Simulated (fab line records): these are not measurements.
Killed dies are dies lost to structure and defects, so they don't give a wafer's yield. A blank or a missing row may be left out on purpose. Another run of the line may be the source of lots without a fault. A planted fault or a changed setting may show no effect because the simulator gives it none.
Which tool did it? / flow n5-finfet / 27 wafers from 9 lots sampled at 5 of the route's 1938 steps

WHAT THE GAUGES SHOWED, per wafer
N5_BEOL_M4_RC_MEAS_101. Usual: CJ_P 5.79, standard deviation 0.15; DIBL_N 35.9 mV/V, standard deviation 1.3; DIBL_P 35.9 mV/V, standard deviation 1.5; IOFF_N 0.152 nA/um, standard deviation 0.023; IOFF_P 0.204 nA/um, standard deviation 0.027; IOFF_P_LONG 0.000104 nA/um, standard deviation 8.4e-06; ION_N 673 uA/um, standard deviation 9.2; ION_P 462 uA/um, standard deviation 6.7; SS_N 71.4 mV/dec, standard deviation 0.48; SS_P 73.2 mV/dec, standard deviation 0.55; VT_N 250.3 mV, standard deviation 2.6; VT_P -250.6 mV, standard deviation 3.
lot=L188; measured=day 8 20:23; on=prober-02; CJ_P=5.71 5.82 5.76; DIBL_N (mV/V)=33.8 33.5 33.9; DIBL_P (mV/V)=34.7 34.5 35.1; IOFF_N (nA/um)=0.143 0.133 0.139; IOFF_P (nA/um)=0.199 0.186 0.199; IOFF_P_LONG (nA/um)=0.000111 0.000113 0.000112; ION_N (uA/um)=667 672 663; ION_P (uA/um)=461 464 464; SS_N (mV/dec)=71.0 71.5 70.9; SS_P (mV/dec)=72.4 72.5 72.8; VT_N (mV)=250.9 250.1 250.9; VT_P (mV)=-250.0 -250.8 -250.2; flag=
lot=L189; measured=day 9 18:23; on=prober-02; CJ_P=5.82 5.79 5.62; DIBL_N (mV/V)=36.5 35.0 36.1; DIBL_P (mV/V)=37.3 36.3 37.1; IOFF_N (nA/um)=0.167 0.150 0.163; IOFF_P (nA/um)=0.198 0.182 0.197; IOFF_P_LONG (nA/um)=9.2e-05 9.2e-05 8.9e-05; ION_N (uA/um)=677 679 680; ION_P (uA/um)=461 452 462; SS_N (mV/dec)=70.8 71.0 71.5; SS_P (mV/dec)=74.3 73.0 73.2; VT_N (mV)=249.8 252.0 248.3; VT_P (mV)=-253.7 -254.3 -251.2; flag=
lot=L190; measured=day 9 21:12; on=prober-01; CJ_P=7.14 7.23 7.22; DIBL_N (mV/V)=36.6 35.3 37.3; DIBL_P (mV/V)=36.5 34.6 38.0; IOFF_N (nA/um)=0.135 0.122 0.162; IOFF_P (nA/um)=0.172 0.156 0.211; IOFF_P_LONG (nA/um)=0.000136 0.00014 0.000142; ION_N (uA/um)=670 676 685; ION_P (uA/um)=455 452 468; SS_N (mV/dec)=71.2 70.6 71.8; SS_P (mV/dec)=72.8 72.6 73.6; VT_N (mV)=253.0 253.1 251.9; VT_P (mV)=-253.8 -254.4 -250.7; flag=OFF
lot=L191; measured=day 9 16:45; on=prober-01; CJ_P=7.34 7.52 7.41; DIBL_N (mV/V)=36.4 37.3 35.5; DIBL_P (mV/V)=35.7 37.3 35.4; IOFF_N (nA/um)=0.154 0.167 0.135; IOFF_P (nA/um)=0.196 0.214 0.186; IOFF_P_LONG (nA/um)=0.000144 0.000146 0.000145; ION_N (uA/um)=679 662 666; ION_P (uA/um)=462 459 462; SS_N (mV/dec)=72.0 71.9 71.7; SS_P (mV/dec)=73.5 74.8 72.8; VT_N (mV)=249.3 248.3 249.8; VT_P (mV)=-250.9 -250.3 -253.8; flag=OFF
lot=L193; measured=day 11 00:04; on=prober-02; CJ_P=7.29 6.85 6.99; DIBL_N (mV/V)=34.9 34.8 34.8; DIBL_P (mV/V)=35.6 33.8 34.8; IOFF_N (nA/um)=0.133 0.126 0.130; IOFF_P (nA/um)=0.186 0.159 0.175; IOFF_P_LONG (nA/um)=0.000153 0.000131 0.000139; ION_N (uA/um)=680 670 668; ION_P (uA/um)=466 454 461; SS_N (mV/dec)=71.8 71.0 71.0; SS_P (mV/dec)=73.1 73.6 72.1; VT_N (mV)=252.7 253.6 253.5; VT_P (mV)=-251.1 -255.0 -253.0; flag=OFF
lot=L201; measured=day 12 14:05; on=prober-02; CJ_P=5.78 5.85 5.86; DIBL_N (mV/V)=37.4 39.0 36.4; DIBL_P (mV/V)=34.7 36.7 33.5; IOFF_N (nA/um)=0.139 0.163 0.121; IOFF_P (nA/um)=0.161 0.193 0.149; IOFF_P_LONG (nA/um)=9.6e-05 9.6e-05 9.6e-05; ION_N (uA/um)=679 689 669; ION_P (uA/um)=457 463 452; SS_N (mV/dec)=71.0 71.4 71.3; SS_P (mV/dec)=72.6 73.7 72.6; VT_N (mV)=251.0 248.7 252.4; VT_P (mV)=-255.2 -253.3 -252.7; flag=
lot=L203; measured=day 13 14:47; on=prober-01; CJ_P=5.37 5.73 5.57; DIBL_N (mV/V)=36.5 36.6 36.1; DIBL_P (mV/V)=36.9 37.0 36.0; IOFF_N (nA/um)=0.146 0.141 0.139; IOFF_P (nA/um)=0.178 0.178 0.168; IOFF_P_LONG (nA/um)=8.8e-05 9.3e-05 9.2e-05; ION_N (uA/um)=671 660 674; ION_P (uA/um)=459 451 457; SS_N (mV/dec)=70.9 70.4 71.4; SS_P (mV/dec)=73.0 72.9 73.4; VT_N (mV)=250.3 250.9 249.9; VT_P (mV)=-251.8 -254.6 -253.8; flag=
lot=L204; measured=day 13 14:14; on=prober-02; CJ_P=5.90 5.99 5.82; DIBL_N (mV/V)=34.5 33.8 35.7; DIBL_P (mV/V)=36.0 35.6 37.6; IOFF_N (nA/um)=0.143 0.137 0.164; IOFF_P (nA/um)=0.198 0.187 0.223; IOFF_P_LONG (nA/um)=0.000111 0.000112 0.000111; ION_N (uA/um)=681 665 681; ION_P (uA/um)=470 466 467; SS_N (mV/dec)=71.5 71.2 71.5; SS_P (mV/dec)=73.3 73.1 73.5; VT_N (mV)=252.2 253.1 249.4; VT_P (mV)=-248.9 -253.0 -251.9; flag=
lot=L209; measured=day 14 22:47; on=prober-02; CJ_P=5.85 5.81 5.88; DIBL_N (mV/V)=35.3 35.2 35.9; DIBL_P (mV/V)=34.3 34.4 35.3; IOFF_N (nA/um)=0.134 0.130 0.146; IOFF_P (nA/um)=0.219 0.216 0.240; IOFF_P_LONG (nA/um)=0.000117 0.000118 0.000117; ION_N (uA/um)=657 667 678; ION_P (uA/um)=466 471 477; SS_N (mV/dec)=71.6 71.4 71.1; SS_P (mV/dec)=73.2 72.1 73.7; VT_N (mV)=252.8 249.9 251.0; VT_P (mV)=-247.0 -247.9 -244.7; flag=

EACH LOT AND THE TOOL THAT RAN IT (in order: tool; ch and the chambers of the sampled wafers; start)
lot=L188; N5_WELL_APT_IMPLANT_15=implanter-02 ch 0, day 2 02:51; N5_WELL_APT_RTA_34=rtp-anneal-02 ch 0, day 2 04:56; N5_PMOS_HMC_CHANNEL_EPI_ETCH_38=rie-si-01 ch 0,1,2, day 2 07:13; N5_PMOS_HMC_CHANNEL_EPI_FIN_RECESS_16=rie-si-01 ch 0,1,2, day 2 07:14
lot=L189; N5_WELL_APT_IMPLANT_15=implanter-01 ch 0, day 2 08:27; N5_WELL_APT_RTA_34=rtp-anneal-02 ch 0, day 2 10:04; N5_PMOS_HMC_CHANNEL_EPI_ETCH_38=rie-si-01 ch 0,1,2, day 2 11:54; N5_PMOS_HMC_CHANNEL_EPI_FIN_RECESS_16=rie-si-01 ch 0,1,2, day 2 11:55
lot=L190; N5_WELL_APT_IMPLANT_15=implanter-01 ch 0, day 2 14:34; N5_WELL_APT_RTA_34=rtp-anneal-01 ch 0, day 2 16:18; N5_PMOS_HMC_CHANNEL_EPI_ETCH_38=rie-si-01 ch 0,3, day 2 18:22; N5_PMOS_HMC_CHANNEL_EPI_FIN_RECESS_16=rie-si-01 ch 0,3, day 2 18:23
lot=L191; N5_WELL_APT_IMPLANT_15=implanter-01 ch 0, day 2 20:16; N5_WELL_APT_RTA_34=rtp-anneal-02 ch 0, day 2 22:00; N5_PMOS_HMC_CHANNEL_EPI_ETCH_38=rie-si-01 ch 1,3, day 2 23:49; N5_PMOS_HMC_CHANNEL_EPI_FIN_RECESS_16=rie-si-01 ch 1,3, day 2 23:50
lot=L193; N5_WELL_APT_IMPLANT_15=implanter-01 ch 0, day 3 08:16; N5_WELL_APT_RTA_34=rtp-anneal-02 ch 0, day 3 09:52; N5_PMOS_HMC_CHANNEL_EPI_ETCH_38=rie-si-04 ch 1,2, day 3 11:42; N5_PMOS_HMC_CHANNEL_EPI_FIN_RECESS_16=rie-si-04 ch 1,2, day 3 11:43
lot=L201; N5_WELL_APT_IMPLANT_15=implanter-02 ch 0, day 5 09:10; N5_WELL_APT_RTA_34=rtp-anneal-01 ch 0, day 5 10:54; N5_PMOS_HMC_CHANNEL_EPI_ETCH_38=rie-si-04 ch 0,1,3, day 5 12:44; N5_PMOS_HMC_CHANNEL_EPI_FIN_RECESS_16=rie-si-04 ch 0,1,3, day 5 12:46
lot=L203; N5_WELL_APT_IMPLANT_15=implanter-01 ch 0, day 5 20:22; N5_WELL_APT_RTA_34=rtp-anneal-01 ch 0, day 5 22:11; N5_PMOS_HMC_CHANNEL_EPI_ETCH_38=rie-si-01 ch 0,1,2, day 5 23:51; N5_PMOS_HMC_CHANNEL_EPI_FIN_RECESS_16=rie-si-01 ch 0,1,2, day 5 23:52
lot=L204; N5_WELL_APT_IMPLANT_15=implanter-02 ch 0, day 6 02:09; N5_WELL_APT_RTA_34=rtp-anneal-01 ch 0, day 6 04:05; N5_PMOS_HMC_CHANNEL_EPI_ETCH_38=rie-si-03 ch 0,1, day 6 05:47; N5_PMOS_HMC_CHANNEL_EPI_FIN_RECESS_16=rie-si-03 ch 0,1, day 6 05:49
lot=L209; N5_WELL_APT_IMPLANT_15=implanter-02 ch 0, day 7 08:05; N5_WELL_APT_RTA_34=rtp-anneal-01 ch 0, day 7 09:40; N5_PMOS_HMC_CHANNEL_EPI_ETCH_38=rie-si-04 ch 0,1,3, day 7 11:31; N5_PMOS_HMC_CHANNEL_EPI_FIN_RECESS_16=rie-si-04 ch 0,1,3, day 7 11:32
- N5_WELL_APT_IMPLANT_15
- N5_WELL_APT_RTA_34: time 10 s.
- N5_PMOS_HMC_CHANNEL_EPI_ETCH_38: etches SiO2 in CF4, target depth 1.5 nm.
- N5_PMOS_HMC_CHANNEL_EPI_FIN_RECESS_16: chemistry HBr/Cl2, target Si, target depth 54 nm, time 18 s.

AS READ BY THE TOOLS THEMSELVES (means over the sampled wafers that have a number; for cases with no such wafer, the mark the record gives instead)
N5_WELL_APT_IMPLANT_15. Usual: dose-ions-cm2 1.5001e+13, standard deviation 1.6e+10; end-station-pressure-torr 5.16e-06 Torr, standard deviation 2.9e-07; faraday-current-uA 190, standard deviation 3.6; rotation-deg -0.003 degrees, standard deviation 0.019.
lot=L188; tool=implanter-02; dose-ions-cm2=1.4988e+13; end-station-pressure-torr (Torr)=5.03e-06; faraday-current-uA=194; rotation-deg (degrees)=0.002; flag=
lot=L189; tool=implanter-01; dose-ions-cm2=1.5012e+13; end-station-pressure-torr (Torr)=5.41e-06; faraday-current-uA=192; rotation-deg (degrees)=-0.003; flag=
lot=L190; tool=implanter-01; dose-ions-cm2=2.2981e+13; end-station-pressure-torr (Torr)=4.97e-06; faraday-current-uA=292; rotation-deg (degrees)=0.024; flag=OFF
lot=L191; tool=implanter-01; dose-ions-cm2=2.2985e+13; end-station-pressure-torr (Torr)=5.37e-06; faraday-current-uA=290; rotation-deg (degrees)=-0.014; flag=OFF
lot=L193; tool=implanter-01; dose-ions-cm2=2.2981e+13; end-station-pressure-torr (Torr)=5.36e-06; faraday-current-uA=294; rotation-deg (degrees)=-0.005; flag=OFF
lot=L201; tool=implanter-02; dose-ions-cm2=1.5011e+13; end-station-pressure-torr (Torr)=5.25e-06; faraday-current-uA=189; rotation-deg (degrees)=-0.006; flag=
lot=L203; tool=implanter-01; dose-ions-cm2=1.5003e+13; end-station-pressure-torr (Torr)=5.20e-06; faraday-current-uA=191; rotation-deg (degrees)=0.015; flag=
lot=L204; tool=implanter-02; dose-ions-cm2=1.4999e+13; end-station-pressure-torr (Torr)=5.08e-06; faraday-current-uA=193; rotation-deg (degrees)=-0.006; flag=
lot=L209; tool=implanter-02; dose-ions-cm2=1.5013e+13; end-station-pressure-torr (Torr)=4.96e-06; faraday-current-uA=192; rotation-deg (degrees)=0.016; flag=

N5_WELL_APT_RTA_34. Usual: lamp-power-pct 13.01 %, standard deviation 0.051; lamp_zone_1_pct 13.00 %, standard deviation 0.039; wafer_temp_C_max 1003.6, standard deviation 1.
lot=L188; tool=rtp-anneal-02; lamp-power-pct (%)=13.02; lamp_zone_1_pct (%)=12.99; wafer_temp_C_max=1003.1; flag=
lot=L189; tool=rtp-anneal-02; lamp-power-pct (%)=13.01; lamp_zone_1_pct (%)=12.98; wafer_temp_C_max=1003.9; flag=
lot=L190; tool=rtp-anneal-01; lamp-power-pct (%)=12.97; lamp_zone_1_pct (%)=12.97; wafer_temp_C_max=1004.1; flag=
lot=L191; tool=rtp-anneal-02; lamp-power-pct (%)=13.02; lamp_zone_1_pct (%)=12.97; wafer_temp_C_max=1003.1; flag=
lot=L193; tool=rtp-anneal-02; lamp-power-pct (%)=12.96; lamp_zone_1_pct (%)=12.95; wafer_temp_C_max=1003.0; flag=
lot=L201; tool=rtp-anneal-01; lamp-power-pct (%)=12.96; lamp_zone_1_pct (%)=13.02; wafer_temp_C_max=1004.2; flag=
lot=L203; tool=rtp-anneal-01; lamp-power-pct (%)=12.99; lamp_zone_1_pct (%)=12.97; wafer_temp_C_max=1004.5; flag=
lot=L204; tool=rtp-anneal-01; lamp-power-pct (%)=13.02; lamp_zone_1_pct (%)=12.99; wafer_temp_C_max=1003.7; flag=
lot=L209; tool=rtp-anneal-01; lamp-power-pct (%)=13.00; lamp_zone_1_pct (%)=12.98; wafer_temp_C_max=1001.9; flag=

N5_PMOS_HMC_CHANNEL_EPI_ETCH_38. Usual: drypump-motor-current-A 5.5 A, standard deviation 0.6; oes-product-au 1.001 a.u., standard deviation 0.017; throttle-valve-pct 21.84 %, standard deviation 0.23.
lot=L188; tool=rie-si-01; drypump-motor-current-A (A)=5.3; oes-product-au (a.u.)=0.998; throttle-valve-pct (%)=21.94; flag=
lot=L189; tool=rie-si-01; drypump-motor-current-A (A)=5.3; oes-product-au (a.u.)=1.002; throttle-valve-pct (%)=21.95; flag=
lot=L190; tool=rie-si-01; drypump-motor-current-A (A)=5.1; oes-product-au (a.u.)=1.006; throttle-valve-pct (%)=22.24; flag=
lot=L191; tool=rie-si-01; drypump-motor-current-A (A)=5.4; oes-product-au (a.u.)=0.993; throttle-valve-pct (%)=21.92; flag=
lot=L193; tool=rie-si-04; drypump-motor-current-A (A)=5.6; oes-product-au (a.u.)=1.010; throttle-valve-pct (%)=21.81; flag=
lot=L201; tool=rie-si-04; drypump-motor-current-A (A)=6.0; oes-product-au (a.u.)=0.992; throttle-valve-pct (%)=21.71; flag=
lot=L203; tool=rie-si-01; drypump-motor-current-A (A)=5.3; oes-product-au (a.u.)=0.999; throttle-valve-pct (%)=21.92; flag=
lot=L204; tool=rie-si-03; drypump-motor-current-A (A)=5.2; oes-product-au (a.u.)=0.980; throttle-valve-pct (%)=21.52; flag=
lot=L209; tool=rie-si-04; drypump-motor-current-A (A)=6.0; oes-product-au (a.u.)=1.005; throttle-valve-pct (%)=21.70; flag=

N5_PMOS_HMC_CHANNEL_EPI_FIN_RECESS_16. Usual: drypump-motor-current-A 5.5 A, standard deviation 0.61; oes-product-au 1.001 a.u., standard deviation 0.017; throttle-valve-pct 35.52 %, standard deviation 0.29.
lot=L188; tool=rie-si-01; drypump-motor-current-A (A)=5.3; oes-product-au (a.u.)=0.994; throttle-valve-pct (%)=35.68; flag=
lot=L189; tool=rie-si-01; drypump-motor-current-A (A)=5.3; oes-product-au (a.u.)=0.999; throttle-valve-pct (%)=35.66; flag=
lot=L190; tool=rie-si-01; drypump-motor-current-A (A)=5.1; oes-product-au (a.u.)=1.008; throttle-valve-pct (%)=36.03; flag=
lot=L191; tool=rie-si-01; drypump-motor-current-A (A)=5.4; oes-product-au (a.u.)=0.983; throttle-valve-pct (%)=35.53; flag=
lot=L193; tool=rie-si-04; drypump-motor-current-A (A)=5.6; oes-product-au (a.u.)=1.010; throttle-valve-pct (%)=35.49; flag=
lot=L201; tool=rie-si-04; drypump-motor-current-A (A)=6.0; oes-product-au (a.u.)=0.998; throttle-valve-pct (%)=35.38; flag=
lot=L203; tool=rie-si-01; drypump-motor-current-A (A)=5.3; oes-product-au (a.u.)=0.997; throttle-valve-pct (%)=35.65; flag=
lot=L204; tool=rie-si-03; drypump-motor-current-A (A)=5.3; oes-product-au (a.u.)=0.985; throttle-valve-pct (%)=35.16; flag=
lot=L209; tool=rie-si-04; drypump-motor-current-A (A)=6.0; oes-product-au (a.u.)=0.999; throttle-valve-pct (%)=35.37; flag=

THE ANSWER, worked out from the rows above alone
Rule: take the mean of a lot's wafers that have a number; if it is more than 3 standard deviations from the usual mean, the lot is off. A lot without any number at a reading at which 4 lots or more have one is off too. All remaining lots with rows at the step are treated as sound. First the gauges in route order, then the tools' own readings, where a lot's mean is used as printed above. The first step at which some lot is off is used, and at that step the reading that is off furthest; a lot without a number counts as furthest.
Off: at N5_BEOL_M4_RC_MEAS_101 (CJ_P), L190, L191, L193.
If a tool, at a process step before that reading, ran all the lots that are off and no sound lot after the first of them, it fits. Not tried: the gauges at N5_BEOL_M4_RC_MEAS_101; whatever is off there is also off at N5_WELL_APT_IMPLANT_15, on other tools, and gauge error can't account for it. None of those tried fits.

WHAT WAS PUT IN BY THE SIMULATOR
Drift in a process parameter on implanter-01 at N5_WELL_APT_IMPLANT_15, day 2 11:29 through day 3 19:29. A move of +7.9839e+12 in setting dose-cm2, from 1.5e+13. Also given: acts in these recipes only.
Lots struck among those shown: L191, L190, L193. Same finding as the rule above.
